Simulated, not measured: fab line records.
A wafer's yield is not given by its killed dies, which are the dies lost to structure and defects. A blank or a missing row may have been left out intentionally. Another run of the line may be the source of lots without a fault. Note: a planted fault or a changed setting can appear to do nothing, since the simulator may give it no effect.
fab line records -- flow n5-finfet
record: lots: 7, wafers: 21
route steps=1938 shown BEOL_M6@1224 BEOL_M8@1359 BEOL_M9@1440 BEOL_M10@1533
start-h: the number of hours between the record's first day and the start of the first shown wafer of the lot -- wait-h: hours elapsed since this lot's preceding step -- " as in the row above -- L1.1+2: a row that stands for several wafers -- - no value, or no start given -- * or withheld: withheld -- < > ~ a bound
route shown NAME@n: names a module that has steps shown in the file, with the first one's number in the route -- usual: average and standard deviation across the fault-free wafers -- same: alike in all rows -- chamber/n: place in a boat -- sites: each site's reading -- _std_site: standard deviation across them -- _edge_site: outer sites' mean less inner sites' -- radius-mm: for every site, how far away it sits from the centre of the wafer -- mask NAME#n: copy n -- behind: the last tool/chamber to shape the wafer -- hold: cause of the lot's hold/its duration in hours/its outcome -- device: whichever transistor did not switch (one of n, p or np) -- end of line: tests run on the same wafers once the route is complete -- a step without rows: its recipe alone -- killed: at the first sort, the dies lost to defects and structure; wafer yield is something else -- map: the dies of a wafer, with x for killed, . for not killed, _ for no die there
set.NAME: the setting that was run; set.NAME@STEP: the one run at that earlier step -- model.NAME: the simulator's own value behind a step, which no gauge read
lots run with intentionally changed settings; tables by step, rows by wafer
== steps ==
step: N5_BEOL_M6_EXPOSE_25
recipe: mask-id: V5, na: 0.33, source-shape: annular, sigma-inner: 0.4, sigma-outer: 0.8, polarization: unpolarized, target-cd-nm: 40, dose-mj: 45
lot.wafer,tool,chamber,start-h,wait-h,mask,set.dose-mj
L077.2+4+6,euv-scanner-01,0,192.33,-,V5#0,45
L079.1+3+6,euv-scanner-02,0,213.46,-,V5#0,45
L081.4+5,euv-scanner-01,0,219.38,-,V5#0,45
L081.6,euv-scanner-01,0,219.38,-,V5#0,47.69
L083.2+3+6,euv-scanner-01,0,227.47,-,V5#0,45
L088.1+3+6,euv-scanner-02,0,256.48,-,V5#0,45
L086.1+4,euv-scanner-02,0,257.63,-,V5#0,45
L086.6,euv-scanner-02,0,257.63,-,V5#0,43.2
L092.2,euv-scanner-02,0,299.22,-,V5#0,45
L092.4+5,euv-scanner-02,0,299.22,-,V5#0,43.75
step: N5_BEOL_M6_PEB_26
recipe: peb-temp-c: 100, peb-time-s: 60, resist: CAR-EUV
step: N5_BEOL_M6_DEVELOP_27
recipe: develop-time-s: 30, developer: TMAH, resist: CAR-EUV, rinse-liquid: surfactant-rinse, dry: air-spin, dev-temp-c: 23
step: N5_BEOL_M6_DESCUM_33
recipe: chemistry: O2, time-s: 7, source-power-w: 50, bias-power-w: 20, pressure-mtorr: 20, rf-frequency-hz: 2.712e+07, temp-c: 40, resist: CAR-EUV, o2-flow-sccm: 225
lot.wafer,tool,chamber,start-h,wait-h,set.spin-rpm@BEOL_M6_COAT_22,set.dose-mj@BEOL_M6_EXPOSE_25,model.CAR-EUV_of_BEOL_M6_COAT_22.thk-nm,model.BEOL_M6.cd-nm
L077.2,rie-diel-05,0,192.58,0.0,1500,45,26,40.2
L077.4,rie-diel-05,1,192.58,0.0,1500,45,26,40
L077.6,rie-diel-05,1,192.58,0.0,1500,45,26.2,40.2
L079.1,rie-diel-06,1,214.83,1.1,1500,45,26,40
L079.3,rie-diel-06,2,214.83,1.1,1382,45,27.4,40
L079.6,rie-diel-06,1,214.83,1.1,1382,45,27.2,40
L081.4,rie-diel-02,2,219.85,0.3,1500,45,26,40
L081.5,rie-diel-02,3,219.85,0.3,1426,45,26.6,40
L081.6,rie-diel-02,2,219.85,0.3,1426,47.69,26.8,41.4
L083.2,rie-diel-05,1,227.92,0.2,1500,45,26.2,40
L083.3,rie-diel-05,2,227.92,0.2,1500,45,26.2,40.2
L083.6,rie-diel-05,0,227.92,0.2,1500,45,26,40.2
L088.1,rie-diel-06,0,256.83,0.1,1500,45,26.2,40
L088.3,rie-diel-06,1,256.83,0.1,1386,45,27.4,40
L088.6,rie-diel-06,2,256.83,0.1,1500,45,26.2,40.2
L086.1,rie-diel-02,2,257.89,0.0,1545,45,25.8,40
L086.4,rie-diel-02,0,257.89,0.0,1500,45,26.4,39.8
L086.6,rie-diel-02,3,257.89,0.0,1500,43.2,26.2,38.8
L092.2,rie-diel-02,1,299.47,0.0,1418,45,27.2,40
L092.4,rie-diel-02,3,299.47,0.0,1500,43.75,26.2,39.2
L092.5,rie-diel-02,1,299.47,0.0,1418,43.75,27.2,39.4
step: N5_BEOL_M6_ETCH_72
recipe: chemistry: N2/H2, target: underlayer, target-depth-a: 65, mask-material: CAR-EUV, time-s: 5.2, ion-energy-ev: 200, pressure-mtorr: 30, source-w: 840, bias-w: 150, n2-flow-sccm: 200, h2-flow-sccm: 200, ends: cleared
lot.wafer,tool,chamber,start-h,wait-h,set.dose-mj@BEOL_M6_EXPOSE_25,model.BEOL_M6.cd-nm
L077.2+4,rie-diel-05,"0,1",192.61,0.0,45,40
L077.6,rie-diel-05,1,192.61,0.0,45,40.2
L079.1+3+6,rie-diel-06,"1,2,1",214.86,0.0,45,40
L081.4+5,rie-diel-02,"2,3",219.88,0.0,45,40
L081.6,rie-diel-02,2,219.88,0.0,47.69,41.4
L083.2,rie-diel-05,1,227.95,0.0,45,39.8
L083.3+6,rie-diel-05,"2,0",227.95,0.0,45,40.2
L088.1+3,rie-diel-06,"0,1",256.86,0.0,45,40
L088.6,rie-diel-06,2,256.86,0.0,45,40.2
L086.1+4,rie-diel-02,"2,0",257.92,0.0,45,39.8
L086.6,rie-diel-02,3,257.92,0.0,43.2,38.8
L092.2,rie-diel-02,1,299.50,0.0,45,40
L092.4,rie-diel-02,3,299.50,0.0,43.75,39.2
L092.5,rie-diel-02,1,299.50,0.0,43.75,39.4
step: N5_BEOL_M6_ETCH_65
recipe: chemistry: CF4, target: SiARC, target-depth-a: 156, mask-material: CAR-EUV, time-s: 26, ion-energy-ev: 80, pressure-mtorr: 40, source-w: 545, bias-w: 36, Ar_flow_sccm: 100, cf4-flow-sccm: 100, ends: cleared
lot.wafer,tool,chamber,start-h,wait-h,set.dose-mj@BEOL_M6_EXPOSE_25,model.BEOL_M6.cd-nm
L077.2+4,rie-diel-05,"0,1",192.63,0.0,45,40
L077.6,rie-diel-05,1,192.63,0.0,45,40.2
L079.1+3+6,rie-diel-06,"1,2,1",214.88,0.0,45,40
L081.4+5,rie-diel-02,"2,3",219.90,0.0,45,40.2
L081.6,rie-diel-02,2,219.90,0.0,47.69,41.6
L083.2,rie-diel-05,1,227.97,0.0,45,40
L083.3+6,rie-diel-05,"2,0",227.97,0.0,45,40.2
L088.1+3,rie-diel-06,"0,1",256.88,0.0,45,40
L088.6,rie-diel-06,2,256.88,0.0,45,40.2
L086.1,rie-diel-02,2,257.94,0.0,45,40
L086.4,rie-diel-02,0,257.94,0.0,45,39.8
L086.6,rie-diel-02,3,257.94,0.0,43.2,39
L092.2,rie-diel-02,1,299.52,0.0,45,40
L092.4,rie-diel-02,3,299.52,0.0,43.75,39.2
L092.5,rie-diel-02,1,299.52,0.0,43.75,39.4
step: N5_BEOL_M6_ETCH_66
recipe: chemistry: N2/H2, target: SOC, target-depth-a: 800, overetch-a: 160, mask-material: SiARC, temp-c: 40, time-s: 120, ion-energy-ev: 200, pressure-mtorr: 30, source-w: 840, bias-w: 150, n2-flow-sccm: 200, h2-flow-sccm: 200
step: N5_BEOL_M6_STRIP_69
recipe: chemistry: N2/H2, temp-c: 40, n2-flow-sccm: 200, h2-flow-sccm: 200, rf-frequency-hz: 6e+07
step: N5_BEOL_M6_STRIP_73
recipe: chemistry: N2/H2, temp-c: 40, n2-flow-sccm: 200, h2-flow-sccm: 200, rf-frequency-hz: 6e+07
step: N5_BEOL_M6_VIA_ETCH_34
recipe: chemistry: C4F6/O2, target: SiCOH_lowk, target-depth-a: 1263, mask-material: SOC, taper-deg: 4, time-s: 50.9, ion-energy-ev: 250, pressure-mtorr: 30, source-w: 345, bias-w: 185, Ar_flow_sccm: 300, C4F6_flow_sccm: 10, O2_flow_sccm: 10
lot.wafer,tool,chamber,start-h,wait-h,set.dose-mj@BEOL_M6_EXPOSE_25,model.BEOL_M6.cd-nm
L077.2+6,rie-diel-05,"0,1",192.76,0.0,45,40.2
L077.4,rie-diel-05,1,192.76,0.0,45,40
L079.1,rie-diel-06,1,215.01,0.0,45,40
L079.3,rie-diel-06,2,215.01,0.0,45,40.2
L079.6,rie-diel-06,1,215.01,0.0,45,39.8
L081.4,rie-diel-02,2,220.03,0.0,45,40
L081.5,rie-diel-02,3,220.03,0.0,45,40.2
L081.6,rie-diel-02,2,220.03,0.0,47.69,41.4
L083.2,rie-diel-05,1,228.10,0.0,45,40
L083.3,rie-diel-05,2,228.10,0.0,45,40.2
L083.6,rie-diel-05,0,228.10,0.0,45,40.4
L088.1,rie-diel-06,0,257.01,0.0,45,39.8
L088.3,rie-diel-06,1,257.01,0.0,45,39.6
L088.6,rie-diel-06,2,257.01,0.0,45,40.4
L086.1+4,rie-diel-02,"2,0",258.07,0.0,45,40
L086.6,rie-diel-02,3,258.07,0.0,43.2,39.2
L092.2,rie-diel-02,1,299.65,0.0,45,39.8
L092.4+5,rie-diel-02,"3,1",299.65,0.0,43.75,39.2
step: N5_BEOL_M8_COAT_22
recipe: resist: CAR-EUV, spin-rpm: 1500, resist-thk-nm: 30
lot.wafer,tool,chamber,start-h,wait-h,set.spin-rpm,model.CAR-EUV_of_BEOL_M8_COAT_22.thk-nm
L077.2,litho-track-04,0,-,-,1500,30
L077.4+6,litho-track-04,0,-,-,1410,31
L079.1+3+6,litho-track-02,0,-,-,1368,31.4
L081.4,litho-track-02,0,-,-,1500,30
L081.5+6,litho-track-02,0,-,-,1573,29.4
L083.2+3+6,litho-track-04,0,-,-,1500,29.8
L088.1,litho-track-02,0,-,-,1500,30
L088.3+6,litho-track-02,0,-,-,1500,30.2
L086.1,litho-track-03,0,-,-,1654,28.8
L086.4,litho-track-03,0,-,-,1500,30
L086.6,litho-track-03,0,-,-,1654,28.6
L092.2+5,litho-track-02,0,-,-,1404,31
L092.4,litho-track-02,0,-,-,1500,30
step: N5_BEOL_M8_EBR_24
recipe: solvent: PGMEA, ebr-width-mm: 1.5
step: N5_BEOL_M8_SOFTBAKE_23
recipe: temp-c: 110, time-s: 60, resist: CAR-EUV
step: N5_BEOL_M8_DESCUM_33
recipe: chemistry: O2, time-s: 7, source-power-w: 50, bias-power-w: 20, pressure-mtorr: 20, rf-frequency-hz: 2.712e+07, temp-c: 40, resist: CAR-EUV, o2-flow-sccm: 225
lot.wafer,tool,chamber,start-h,wait-h,set.spin-rpm@BEOL_M8_COAT_22,model.CAR-EUV_of_BEOL_M8_COAT_22.thk-nm
L077.2,rie-diel-06,0,211.91,0.5,1500,26
L077.4+6,rie-diel-06,"3,0",211.91,0.5,1410,27
L079.1+3+6,rie-diel-06,"0,1,2",229.45,0.0,1368,27.4
L081.4,rie-diel-02,1,237.15,0.0,1500,26.2
L081.5+6,rie-diel-02,"3,2",237.15,0.0,1573,25.4
L083.2+3,rie-diel-02,"1,0",243.37,0.0,1500,26
L083.6,rie-diel-02,3,243.37,0.0,1500,25.8
L088.1+3+6,rie-diel-05,"1,3,1",275.45,0.0,1500,26.2
L086.1+6,rie-diel-02,"3,0",275.72,0.1,1654,24.8
L086.4,rie-diel-02,2,275.72,0.1,1500,26
L092.2+5,rie-diel-05,"0,1",316.30,0.2,1404,27
L092.4,rie-diel-05,2,316.30,0.2,1500,26.2
step: N5_BEOL_M8_ETCH_66
recipe: chemistry: N2/H2, target: SOC, target-depth-a: 800, overetch-a: 160, mask-material: SiARC, temp-c: 40, time-s: 120, ion-energy-ev: 200, pressure-mtorr: 30, source-w: 840, bias-w: 150, n2-flow-sccm: 200, h2-flow-sccm: 200
usual: rf-vpp-V: 524.7/2.9
lot.wafer,tool,chamber,start-h,wait-h,set.source-w,rf-vpp-V
L077.2,rie-diel-06,0,211.99,0.0,840,528.8
L077.4,rie-diel-06,3,211.99,0.0,979.7,496.8
L077.6,rie-diel-06,0,211.99,0.0,840,528.8
L079.1,rie-diel-06,0,229.53,0.0,840,529.8
L079.3,rie-diel-06,1,229.53,0.0,840,526.4
L079.6,rie-diel-06,2,229.53,0.0,840,527.8
L081.4,rie-diel-02,1,237.23,0.0,840,521.1
L081.5,rie-diel-02,3,237.23,0.0,840,525.9
L081.6,rie-diel-02,2,237.23,0.0,840,520.9
L083.2,rie-diel-02,1,243.45,0.0,840,523.5
L083.3,rie-diel-02,0,243.45,0.0,840,522.3
L083.6,rie-diel-02,3,243.45,0.0,840,527.8
L088.1,rie-diel-05,1,275.52,0.0,840,522.0
L088.3,rie-diel-05,3,275.52,0.0,840,522.0
L088.6,rie-diel-05,1,275.52,0.0,840,523.4
L086.1,rie-diel-02,3,275.80,0.0,785.9,539.1
L086.4,rie-diel-02,2,275.80,0.0,840,520.6
L086.6,rie-diel-02,0,275.80,0.0,840,521.7
L092.2,rie-diel-05,0,316.38,0.0,840,527.9
L092.4,rie-diel-05,2,316.38,0.0,840,526.6
L092.5,rie-diel-05,1,316.38,0.0,840,521.6
step: N5_BEOL_M8_TRENCH_ETCH_37
recipe: chemistry: C4F6/O2, target-depth-a: 934.78, target: SiCOH_lowk, time-s: 31.2, ion-energy-ev: 250, pressure-mtorr: 30, source-w: 345, bias-w: 185, Ar_flow_sccm: 300, C4F6_flow_sccm: 10, O2_flow_sccm: 10
usual: rf-vpp-V: 666/6.7
lot.wafer,tool,chamber,start-h,wait-h,set.source-w,rf-vpp-V,model.etch.depth-nm,model.BEOL_M8.feature-depth-nm
L077.2,rie-diel-06,0,-,-,345,671,93.4,93.4
L077.4,rie-diel-06,3,-,-,345,671,95.45,95.4
L077.6,rie-diel-06,0,-,-,345,670,93.89,93.8
L079.1,rie-diel-06,0,-,-,345,670,94.59,94.6
L079.3,rie-diel-06,1,-,-,297.7,717,87.79,87.8
L079.6,rie-diel-06,2,-,-,297.7,719,88.61,88.6
L081.4,rie-diel-02,1,-,-,345,679,92.77,92.8
L081.5,rie-diel-02,3,-,-,345,665,92.51,92.6
L081.6,rie-diel-02,2,-,-,345,651,92.98,93
L083.2,rie-diel-02,1,-,-,345,677,92.73,92.8
L083.3,rie-diel-02,0,-,-,345,669,92.81,92.8
L083.6,rie-diel-02,3,-,-,345,665,92.04,92
L088.1,rie-diel-05,1,-,-,379.4,639,100.1,100.2
L088.3,rie-diel-05,3,-,-,379.4,628,97.73,97.8
L088.6,rie-diel-05,1,-,-,379.4,638,99.59,99.6
L086.1,rie-diel-02,3,-,-,303.8,712,88.6,88.6
L086.4,rie-diel-02,2,-,-,303.8,697,89.01,89
L086.6,rie-diel-02,0,-,-,345,668,93.34,93.4
L092.2,rie-diel-05,0,-,-,345,667,93.4,93.4
L092.4,rie-diel-05,2,-,-,391.4,616,98.32,98.4
L092.5,rie-diel-05,1,-,-,391.4,626,99.27,99.2
step: N5_BEOL_M8_ETCH_41
recipe: chemistry: CH3F/O2, target: SiCN, target-depth-a: 319, taper-deg: 2, time-s: 57.8, ion-energy-ev: 120, mask-material: TiN, pressure-mtorr: 30, source-w: 395, bias-w: 75, Ar_flow_sccm: 150, CH3F_flow_sccm: 30, O2_flow_sccm: 20
step: N5_BEOL_M8_STRIP_80
recipe: chemistry: N2/H2, time-s: 10, power-w: 450, temp-c: 40, pressure-mtorr: 20, rf-frequency-hz: 6e+07, bias-power-w: 7, n2-flow-sccm: 200, h2-flow-sccm: 200
step: N5_BEOL_M8_OCD_MEAS_38
usual: trench-depth-nm: 93.7/1.1
lot.wafer,tool,chamber,start-h,wait-h,set.source-w@BEOL_M8_TRENCH_ETCH_37,trench-depth-nm
L077.2,ocd-02,-,212.34,-,345,93.1
L077.4,ocd-02,-,212.34,-,345,96.0
L077.6,ocd-02,-,212.34,-,345,94.4
L079.1,ocd-02,-,229.88,-,345,94.6
L079.3,ocd-02,-,229.88,-,297.7,87.5
L079.6,ocd-02,-,229.88,-,297.7,88.5
L081.4,ocd-01,-,237.58,-,345,92.8
L081.5,ocd-01,-,237.58,-,345,93.0
L081.6,ocd-01,-,237.58,-,345,92.3
L083.2,ocd-01,-,243.80,-,345,92.6
L083.3,ocd-01,-,243.80,-,345,93.2
L083.6,ocd-01,-,243.80,-,345,92.5
L088.1,ocd-01,-,275.87,-,379.4,99.7
L088.3,ocd-01,-,275.87,-,379.4,97.2
L088.6,ocd-01,-,275.87,-,379.4,99.8
L086.1,ocd-02,-,276.15,-,303.8,89.0
L086.4,ocd-02,-,276.15,-,303.8,88.3
L086.6,ocd-02,-,276.15,-,345,93.2
L092.2,ocd-02,-,316.73,-,345,94.1
L092.4,ocd-02,-,316.73,-,391.4,97.9
L092.5,ocd-02,-,316.73,-,391.4,99.3
step: N5_BEOL_M8_HM_STRIP_39
recipe: chemistry: peroxide-tin-strip, material: TiN, target-depth-a: 250, temp-c: 50, time-s: 158
step: N5_BEOL_M8_SRD_40
recipe: time-s: 30, temp-c: 23, rinse-liquid: diw, dry: ipa-marangoni
step: N5_BEOL_M8_ECD_50
recipe: material: Cu, target-thk-a: 3000
step: N5_BEOL_M8_ANNEAL_51
recipe: temp-c: 225, time-s: 90, ambient: N2
step: N5_BEOL_M8_CMP_52
recipe: stop-on: SiCOH_lowk, t-overpolish-s: 6.9, down-force-psi: 1, platen-rpm: 50, clearing-platen-down-force-psi: 1.5, clearing-platen-rpm: 50, post-cmp-clean: cu-alkaline, target-thk-nm: 80, clearing-platen-pad-velocity-m-s: 0.99484, pad-velocity-m-s: 0.99484
lot.wafer,tool,chamber,start-h,wait-h,set.source-w@BEOL_M8_TRENCH_ETCH_37,model.Cu_of_BEOL_M8_ECD_50.thk-nm
L077.4,cmp-03,0,215.89,0.1,345,85.2
L077.2,cmp-03,1,215.89,0.1,345,81.4
L077.6,cmp-03,0,215.89,0.1,345,84
L079.1,cmp-03,1,232.12,0.3,345,81
L079.3,cmp-03,0,232.12,0.3,297.7,76.2
L079.6,cmp-03,2,232.12,0.3,297.7,77
L081.4,cmp-03,3,239.58,0.2,345,79.8
L081.5+6,cmp-03,"0,1",239.58,0.2,345,79.6
L083.3,cmp-03,3,247.16,0.2,345,78
L083.2+6,cmp-03,"1,3",247.16,0.2,345,78.8
L088.1,cmp-03,0,278.55,0.3,379.4,85.8
L088.3,cmp-03,1,278.55,0.3,379.4,82.8
L088.6,cmp-03,1,278.55,0.3,379.4,85.4
L086.4,cmp-03,1,279.36,0.2,303.8,74
L086.1,cmp-03,2,279.36,0.2,303.8,75.6
L086.6,cmp-03,3,279.36,0.2,345,79.6
L092.4,cmp-02,1,320.67,0.2,391.4,86.2
L092.2,cmp-02,2,320.67,0.2,345,81.6
L092.5,cmp-02,0,320.67,0.2,391.4,86.4
step: N5_BEOL_M8_PRE_CLEAN_55
recipe: gas: NH3, time-s: 15, temp-c: withheld, rf-power-w: 300
step: N5_BEOL_M8_DEP_56
recipe: material: SiCN, target-thk-a: 100, temp-c: withheld, precursor: 3MS/NH3, pressure-torr: 3, rf-w: 202, time-s: 17.5
step: N5_BEOL_M8_RS_MEAS_57
recipe: thk-meas-gauge: four-point-probe, reads: Cu_of_BEOL_M8_ECD_50+Co_of_BEOL_M8_CVD_78+TaN_of_BEOL_M8_ALD_77
usual: M8_RS: 0.284/0.0062
lot.wafer,tool,chamber,start-h,wait-h,set.source-w@BEOL_M8_TRENCH_ETCH_37,M8_RS[ohm/sq]
L077.2,film-metro-01,-,216.32,0.1,345,0.281
L077.4,film-metro-01,-,216.32,0.1,345,0.266
L077.6,film-metro-01,-,216.32,0.1,345,0.271
L079.1,film-metro-02,-,232.54,0.1,345,0.282
L079.3,film-metro-02,-,232.54,0.1,297.7,0.302
L079.6,film-metro-02,-,232.54,0.1,297.7,0.299
L081.4,film-metro-02,-,239.90,0.0,345,0.287
L081.5,film-metro-02,-,239.90,0.0,345,0.288
L081.6,film-metro-02,-,239.90,0.0,345,0.288
L083.2,film-metro-02,-,247.55,0.1,345,0.292
L083.3,film-metro-02,-,247.55,0.1,345,0.295
L083.6,film-metro-02,-,247.55,0.1,345,0.291
L088.1,film-metro-01,-,278.98,0.1,379.4,0.264
L088.3,film-metro-01,-,278.98,0.1,379.4,0.274
L088.6,film-metro-01,-,278.98,0.1,379.4,0.266
L086.1,film-metro-01,-,279.71,0.1,303.8,0.306
L086.4,film-metro-01,-,279.71,0.1,303.8,0.314
L086.6,film-metro-01,-,279.71,0.1,345,0.287
L092.2,film-metro-02,-,321.03,0.1,345,0.279
L092.4,film-metro-02,-,321.03,0.1,391.4,0.262
L092.5,film-metro-02,-,321.03,0.1,391.4,0.262
step: N5_BEOL_M9_ETCH_66
recipe: chemistry: N2/H2, target: SOC, target-depth-a: 800, overetch-a: 160, mask-material: SiARC, temp-c: 40, time-s: 120, ion-energy-ev: 200, pressure-mtorr: 30, source-w: 840, bias-w: 150, n2-flow-sccm: 200, h2-flow-sccm: 200
lot.wafer,tool,chamber,start-h,wait-h,set.time-s,model.SiARC_of_BEOL_M9_COAT_64.thk-nm
L077.2+4,rie-diel-04,"2,1",221.12,0.0,120,6.4
L077.6,rie-diel-04,0,221.12,0.0,112.6,7
L079.1+6,rie-diel-03,"0,1",237.85,0.0,120,6.4
L079.3,rie-diel-03,3,237.85,0.0,101.2,7.4
L081.4,rie-diel-03,0,242.83,0.0,105.8,7
L081.5+6,rie-diel-03,"0,1",242.83,0.0,120,6.4
L083.2+6,rie-diel-01,"0,2",253.33,0.0,120,6.2
L083.3,rie-diel-01,3,253.33,0.0,120,6.4
L088.1,rie-diel-03,1,283.19,0.0,120,6.4
L088.3,rie-diel-03,0,283.19,0.0,120,6.6
L088.6,rie-diel-03,3,283.19,0.0,104,7.2
L086.1,rie-diel-04,3,283.58,0.0,120,6.2
L086.4+6,rie-diel-04,"3,2",283.58,0.0,120,6.4
L092.2,rie-diel-04,0,324.38,0.0,120,6.4
L092.4,rie-diel-04,2,324.38,0.0,120,6.6
L092.5,rie-diel-04,2,324.38,0.0,95.92,7.6
step: N5_BEOL_M10_DEP_56
recipe: material: SiCN, target-thk-a: 150, temp-c: withheld, precursor: 3MS/NH3, pressure-torr: 3, rf-w: 202, time-s: 26.5
lot.wafer,tool,chamber,start-h,wait-h,set.time-s,model.SiCN_of_BEOL_M10_DEP_56.thk-nm
L077.2,pecvd-03,0,231.64,0.0,30.27,16.8
L077.4,pecvd-03,1,231.64,0.0,30.27,17.2
L077.6,pecvd-03,0,231.64,0.0,30.27,17
L079.1,pecvd-03,2,247.75,0.0,23.46,13.4
L079.3,pecvd-03,1,247.75,0.0,26.5,15.2
L079.6,pecvd-03,0,247.75,0.0,26.5,15.4
L081.4,pecvd-02,1,254.59,0.0,26.5,15
L081.5,pecvd-02,2,254.59,0.0,26.5,14.8
L081.6,pecvd-02,0,254.59,0.0,29.02,16
L083.2+3,pecvd-03,"2,0",263.85,0.0,26.5,14.6
L083.6,pecvd-03,2,263.85,0.0,26.5,15
L088.1,pecvd-04,1,293.20,0.0,23.37,13.2
L088.3+6,pecvd-04,"0,1",293.20,0.0,26.5,15.4
L086.1,pecvd-03,2,296.49,0.0,26.5,15
L086.4,pecvd-03,2,296.49,0.0,26.5,15.6
L086.6,pecvd-03,1,296.49,0.0,26.5,15.4
L092.2,pecvd-02,1,340.43,0.0,26.5,14.8
L092.4+5,pecvd-02,"0,1",340.43,0.0,26.5,15
== key ==
split: step: N5_BEOL_M6_EXPOSE_25, setting: dose-mj, stated: 45, by: wafer
response: step: N5_BEOL_M6_DESCUM_33, reading: model.BEOL_M6.cd-nm, change: +0.247, per: 1%, r: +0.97
response: step: N5_BEOL_M6_ETCH_72, reading: model.BEOL_M6.cd-nm, change: +0.241, per: 1%, r: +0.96
response: step: N5_BEOL_M6_ETCH_65, reading: model.BEOL_M6.cd-nm, change: +0.234, per: 1%, r: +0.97
response: step: N5_BEOL_M6_VIA_ETCH_34, reading: model.BEOL_M6.cd-nm, change: +0.213, per: 1%, r: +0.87
split: step: N5_BEOL_M8_COAT_22, setting: spin-rpm, stated: 1500, by: wafer
response: step: N5_BEOL_M8_COAT_22, reading: model.CAR-EUV_of_BEOL_M8_COAT_22.thk-nm, change: -0.139, per: 1%, r: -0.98
response: step: N5_BEOL_M8_DESCUM_33, reading: model.CAR-EUV_of_BEOL_M8_COAT_22.thk-nm, change: -0.133, per: 1%, r: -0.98
split: step: N5_BEOL_M8_ETCH_66, setting: source-w, stated: 840, by: wafer
response: step: N5_BEOL_M8_ETCH_66, reading: rf-vpp-V, change: -2.04, per: 1%, r: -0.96
split: step: N5_BEOL_M8_TRENCH_ETCH_37, setting: source-w, stated: 345, by: wafer
response: step: N5_BEOL_M8_TRENCH_ETCH_37, reading: rf-vpp-V, change: -3.33, per: 1%, r: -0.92
response: step: N5_BEOL_M8_TRENCH_ETCH_37, reading: model.etch.depth-nm, change: +0.419, per: 1%, r: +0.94
response: step: N5_BEOL_M8_TRENCH_ETCH_37, reading: model.BEOL_M8.feature-depth-nm, change: +0.421, per: 1%, r: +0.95
response: step: N5_BEOL_M8_OCD_MEAS_38, reading: trench-depth-nm, change: +0.401, per: 1%, r: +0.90
response: step: N5_BEOL_M8_CMP_52, reading: model.Cu_of_BEOL_M8_ECD_50.thk-nm, change: +0.354, per: 1%, r: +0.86
response: step: N5_BEOL_M8_RS_MEAS_57, reading: M8_RS, change: -0.0015, per: 1%, r: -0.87
split: step: N5_BEOL_M9_ETCH_66, setting: time-s, stated: 120, by: wafer
response: step: N5_BEOL_M9_ETCH_66, reading: model.SiARC_of_BEOL_M9_COAT_64.thk-nm, change: -0.0576, per: 1%, r: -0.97
split: step: N5_BEOL_M10_DEP_56, setting: time-s, stated: 26.5, by: wafer
response: step: N5_BEOL_M10_DEP_56, reading: model.SiCN_of_BEOL_M10_DEP_56.thk-nm, change: +0.161, per: 1%, r: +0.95
split outside-this-file step=N5_BEOL_M6_COAT_22 setting=spin-rpm
split outside-this-file: this setting was split too, and the file shows its column; the key of that split is in another file
